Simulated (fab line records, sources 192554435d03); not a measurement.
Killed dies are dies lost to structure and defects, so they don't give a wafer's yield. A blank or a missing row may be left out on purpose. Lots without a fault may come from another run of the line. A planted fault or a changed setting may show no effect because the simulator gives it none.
Which tool did it? | flow n5_finfet | 12 lots, 36 wafers sampled, at 6 steps of a route of 1938

WHAT THE GAUGES READ, wafer by wafer
N5_BEOL_M15_THK_MEAS_50: measures by xrf.
lot  | measured     | on            | M15_THK (nm)
L075 | day 11 19:37 | film_metro-01 | 870 869 879
L077 | day 12 11:52 | film_metro-02 | 876 888 868
L079 | day 12 13:48 | film_metro-01 | 861 856 848
L081 | day 12 23:32 | film_metro-01 | 850 879 863
L083 | day 13 12:25 | film_metro-01 | 889 866 891
L085 | day 13 23:37 | film_metro-02 | 844 834 850
L088 | day 14 12:50 | film_metro-01 | 843 853 885
L090 | day 15 00:49 | film_metro-02 | 861 867 907
L091 | day 15 04:11 | film_metro-01 | 867 867 872
L093 | day 17 06:13 | film_metro-01 | 835 824 824
L097 | day 17 10:32 | film_metro-02 | 874 837 851
L096 | day 18 11:22 | film_metro-01 | 853 835 848

WHICH TOOL RAN EACH LOT (tool, then ch and the chambers of the sampled wafers, then the start)
lot  | N5_BEOL_M14_ILD_DEP_00          | N5_BEOL_M14_STRIP_63                          | N5_BEOL_M14_STRIP_64                          | N5_BEOL_M15_ETCH_61                | N5_BEOL_M15_DEGAS_41
L075 | pecvd-03 ch 0,2, day 11 07:43   | rie_diel-05 ch 0,2,3, day 11 17:40 or earlier | rie_diel-05 ch 0,2,3, day 11 17:40 or earlier | rie_diel-06 ch 1,3, day 11 17:40   | pvd_sputter-03, day 11 18:22
L077 | pecvd-03 ch 0,1,2, day 11 22:39 | rie_diel-03 ch 0,1,3, day 12 05:54 or earlier | rie_diel-03 ch 0,1,3, day 12 05:54 or earlier | rie_diel-02 ch 0,1,3, day 12 05:54 | pvd_sputter-03, day 12 09:29
L079 | pecvd-04 ch 0,2, day 12 02:22   | rie_diel-05 ch 2,3, day 12 08:48 or earlier   | rie_diel-05 ch 2,3, day 12 08:48 or earlier   | rie_diel-04 ch 1,2,3, day 12 08:48 | pvd_sputter-03, day 12 11:51
L081 | pecvd-04 ch 0,1,2, day 12 12:55 | rie_diel-03 ch 0,2,3, day 12 20:11 or earlier | rie_diel-03 ch 0,2,3, day 12 20:11 or earlier | rie_diel-06 ch 0,1,2, day 12 20:11 | pvd_sputter-03, day 12 22:18
L083 | pecvd-03 ch 1,2, day 13 01:29   | rie_diel-01 ch 1,2, day 13 08:37 or earlier   | rie_diel-01 ch 1,2, day 13 08:37 or earlier   | rie_diel-06 ch 0,1, day 13 08:37   | pvd_sputter-01, day 13 11:12
L085 | pecvd-04 ch 0,1,2, day 13 13:25 | rie_diel-01 ch 0,1,2, day 13 20:55 or earlier | rie_diel-01 ch 0,1,2, day 13 20:55 or earlier | rie_diel-04 ch 1,2,3, day 13 20:55 | pvd_sputter-03, day 13 22:23
L088 | pecvd-03 ch 0,1, day 14 01:22   | rie_diel-05 ch 1,2,3, day 14 10:01 or earlier | rie_diel-05 ch 1,2,3, day 14 10:01 or earlier | rie_diel-06 ch 0,2,3, day 14 10:01 | pvd_sputter-03, day 14 11:26
L090 | pecvd-01 ch 0,2, day 14 11:26   | rie_diel-05 ch 0,1,3, day 14 18:25 or earlier | rie_diel-05 ch 0,1,3, day 14 18:25 or earlier | rie_diel-06 ch 0,1,2, day 14 18:25 | pvd_sputter-01, day 14 23:37
L091 | pecvd-04 ch 0,1, day 14 13:50   | rie_diel-05 ch 0,1, day 15 01:01 or earlier   | rie_diel-05 ch 0,1, day 15 01:01 or earlier   | rie_diel-06 ch 1,2, day 15 01:01   | pvd_sputter-02, day 15 03:00
L093 | pecvd-04 ch 0,1,2, day 16 18:05 | rie_diel-03 ch 1,3, day 17 02:35 or earlier   | rie_diel-03 ch 1,3, day 17 02:35 or earlier   | rie_diel-04 ch 2,3, day 17 02:35   | pvd_sputter-02, day 17 04:59
L097 | pecvd-01 ch 0,1, day 16 19:14   | rie_diel-05 ch 0,2,3, day 17 03:11 or earlier | rie_diel-05 ch 0,2,3, day 17 03:11 or earlier | rie_diel-04 ch 0,3, day 17 03:11   | pvd_sputter-03, day 17 09:17
L096 | pecvd-01 ch 0,1,2, day 17 20:14 | rie_diel-01 ch 0,2, day 18 07:50 or earlier   | rie_diel-01 ch 0,2, day 18 07:50 or earlier   | rie_diel-06 ch 1,2,3, day 18 07:50 | pvd_sputter-01, day 18 10:10
- N5_BEOL_M14_ILD_DEP_00: deposits SiO2 from TEOS/O2, target thk 1119.3 nm, time 237.4 s.
- N5_BEOL_M14_STRIP_63: strips in O2.
- N5_BEOL_M14_STRIP_64: strips in O2.
- N5_BEOL_M15_ETCH_61: etches BARC in N2/H2, target depth 89 nm, overetch 26.7 nm, time 67.9 s.
- N5_BEOL_M15_DEGAS_41: time 60 s.

THE ANSWER, worked out from the rows above alone
Rule: what is usual is taken from the lots themselves. Put in order of their means at a reading, lots are off if they are a third of the lots or fewer, leave a main group of 4 or more, and stand apart from it by a gap of 3 or more times the standard deviation of the main group's means; of several such gaps the widest counts. A main group whose means are all the same, to the digits that the tables above print for the reading, isn't used. A lot without any number at a reading at which 4 lots or more have one is off too. The other lots that the step has rows for count as sound.
No lot is off at any reading shown: from this, nothing can be told.

WHAT THE SIMULATOR HAD PUT IN
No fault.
